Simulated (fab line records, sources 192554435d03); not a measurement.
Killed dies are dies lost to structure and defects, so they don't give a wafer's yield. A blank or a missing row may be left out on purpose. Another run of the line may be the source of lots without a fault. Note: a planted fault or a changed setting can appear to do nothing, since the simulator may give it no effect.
Split-lot study | flow n5 finfet | 7 lots, 39 wafers read, on a route of 1938 steps

== THE SPLIT ITSELF ==
At N5_BEOL_M0_CUTY_DESCUM_61 (chemistry O2, time 7.9 s), the setting time s was moved away from the recipe's 7.9 s on 9 of the 39 wafers read, by -57.9% to +21.8%. For the rest of the wafers, this setting stayed at what the recipe calls for.

There is no step in the file separating the split from the reading.

== THE READING ==
CAR-ArF-block_of_BEOL_M0_CUTY_COAT_51.thk nm (the simulator's own value, which no gauge read), in nm, at N5_BEOL_M0_CUTY_ETCH_62 (etches SiARC in CF4, time 58.5 s). The file gives no usual value for it. Here, 30 wafers ran the recipe; their average is 118.3 nm with a standard deviation of 0.46 nm.

wafer  | tool, chamber at the split | time s as run, s | against the recipe | CAR-ArF-block_of_BEOL_M0_CUTY_COAT_51.thk nm, nm | against lot-mates on the recipe
L074.1 | rie diel-05, 2             | 4.868            | -38.4%             | 120                                              | +1.9
L074.2 | rie diel-05, 3             | 7.9              | recipe             | 118.2                                            | -
L074.4 | rie diel-05, 0             | 7.9              | recipe             | 118.2                                            | -
L074.3 | rie diel-05, 1             | 4.868            | -38.4%             | 120.2                                            | +2.1
L074.5 | rie diel-05, 0             | 7.9              | recipe             | 118                                              | -
L074.6 | rie diel-05, 1             | 4.868            | -38.4%             | 120.6                                            | +2.5
L075.1 | rie diel-03, 0,2           | 7.9              | recipe             | 118                                              | -
L075.2 | rie diel-03, 1             | 7.9              | recipe             | 118.6                                            | -
L075.6 | rie diel-03, 2             | 7.9              | recipe             | 118.6                                            | -
L075.3 | rie diel-03, 0,2           | 7.9              | recipe             | 118.2                                            | -
L075.4 | rie diel-03, 3             | 7.9              | recipe             | 118.4                                            | -
L075.5 | rie diel-03, 3             | 7.9              | recipe             | 117.8                                            | -
L078.2 | rie diel-05, 0             | 7.9              | recipe             | 118.2                                            | -
L078.4 | rie diel-05, 1             | 7.9              | recipe             | 118.4                                            | -
L078.6 | rie diel-05, 0             | 7.9              | recipe             | 118.8                                            | -
L085.1 | rie diel-02, 0,2           | 7.9              | recipe             | 118.6                                            | -
L085.5 | rie diel-02, 0,2           | 7.9              | recipe             | 118.6                                            | -
L085.2 | rie diel-02, 1,3,1         | 3.329            | -57.9%             | 121.4                                            | +2.9
L085.4 | rie diel-02, 1,3,1         | 3.329            | -57.9%             | 121.4                                            | +2.9
L085.3 | rie diel-02, 2             | 7.9              | recipe             | 118.4                                            | -
L085.6 | rie diel-02, 1,3,1         | 3.329            | -57.9%             | 121.2                                            | +2.7
L088.1 | rie diel-05, 1             | 7.9              | recipe             | 117.8                                            | -
L088.2 | rie diel-05, 2,3,0,1       | 7.9              | recipe             | 118.2                                            | -
L088.4 | rie diel-05, 2,3,0,1       | 7.9              | recipe             | 118.2                                            | -
L088.5 | rie diel-05, 2,3,0,1       | 7.9              | recipe             | 118.2                                            | -
L088.6 | rie diel-05, 2,3,0,1       | 7.9              | recipe             | 118.2                                            | -
L088.3 | rie diel-05, 0             | 7.9              | recipe             | 118.4                                            | -
L092.1 | rie diel-03, 2,3           | 7.9              | recipe             | 119.2                                            | -
L092.3 | rie diel-03, 2,3           | 7.9              | recipe             | 119.2                                            | -
L092.2 | rie diel-03, 0             | 9.623            | +21.8%             | 118.4                                            | -0.9
L092.4 | rie diel-03, 3             | 7.9              | recipe             | 119.6                                            | -
L092.5 | rie diel-03, 2             | 9.623            | +21.8%             | 118.6                                            | -0.7
L092.6 | rie diel-03, 0             | 9.623            | +21.8%             | 117.8                                            | -1.5
L097.1 | rie diel-03, 2,3,3         | 7.9              | recipe             | 117.8                                            | -
L097.4 | rie diel-03, 2,3,3         | 7.9              | recipe             | 117.8                                            | -
L097.2 | rie diel-03, 2,3,3         | 7.9              | recipe             | 117.6                                            | -
L097.3 | rie diel-03, 1             | 7.9              | recipe             | 117.6                                            | -
L097.5 | rie diel-03, 2             | 7.9              | recipe             | 118                                              | -
L097.6 | rie diel-03, 1             | 7.9              | recipe             | 118.2                                            | -
Where a row lists several chambers, the file gives one row for several wafers and doesn't say which wafer went through which chamber.

THE FIT
A straight line over all 39 wafers: CAR-ArF-block_of_BEOL_M0_CUTY_COAT_51.thk nm changes by -0.0458 nm for each +1% of time s; r = -0.87; the points scatter about the line by 0.51 nm.
The same after taking each lot's own level away (the mean of its wafers on the recipe; 39 wafers): -0.0503 nm for each +1%; r = -0.97; scatter 0.24 nm.
That fit puts the effect of the largest move of time s on the reading at 2.9 nm.
The span of the lots' own levels, 117.83 to 119.33 nm, comes to 3.3 times the standard deviation stated above.
The two slopes agree, so the slope changes little with the lot-to-lot level.
Check: for one of the wafers moved furthest among these (-57.9%), held out of the fit, the line's prediction against its lot-mates is +2.93 nm. Against them it came out at +2.87 nm.

== OTHER SPLITS APPLIED TO THESE WAFERS ==
Note: prior to the reading, these wafers also went through further splits. Each is held against what the fit with the lots' levels taken away leaves over:
other split on the same wafers        | wafers away from the commonest value | r with CAR-ArF-block_of_BEOL_M0_CUTY_COAT_51.thk nm (lot level and that fit taken away)
N5_FIN_SAQP_HM_DEP_03 time s          | 15                                   | -0.11
N5_STI_FIN_REVEAL_ALD_00 target thk a | 15                                   | +0.01
N5_HKMG_FIN_ETCH_55 time s            | 12                                   | +0.13
N5_MOL_CONTACT_COAG_ALD_27 ald cycles | 15                                   | -0.23

== THE WHOLE CHAIN: every reading that the file lists as answering this split, in the file's order ==
step                      | what it does                     | reading                                                                                       | change (the file's fit)                | r (the file's)
N5_BEOL_M0_CUTY_DESCUM_61 | chemistry O2, time 7.9 s         | CAR-ArF-block_of_BEOL_M0_CUTY_COAT_51.thk nm (the simulator's own value, which no gauge read) | -0.051 nm for each +1% of the setting  | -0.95
N5_BEOL_M0_CUTY_ETCH_62   | etches SiARC in CF4, time 58.5 s | CAR-ArF-block_of_BEOL_M0_CUTY_COAT_51.thk nm (the simulator's own value, which no gauge read) | -0.0504 nm for each +1% of the setting | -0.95

== FILE'S OWN FIT ==
CAR-ArF-block_of_BEOL_M0_CUTY_COAT_51.thk nm changes by -0.0504 nm for each +1% of time s, r = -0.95.
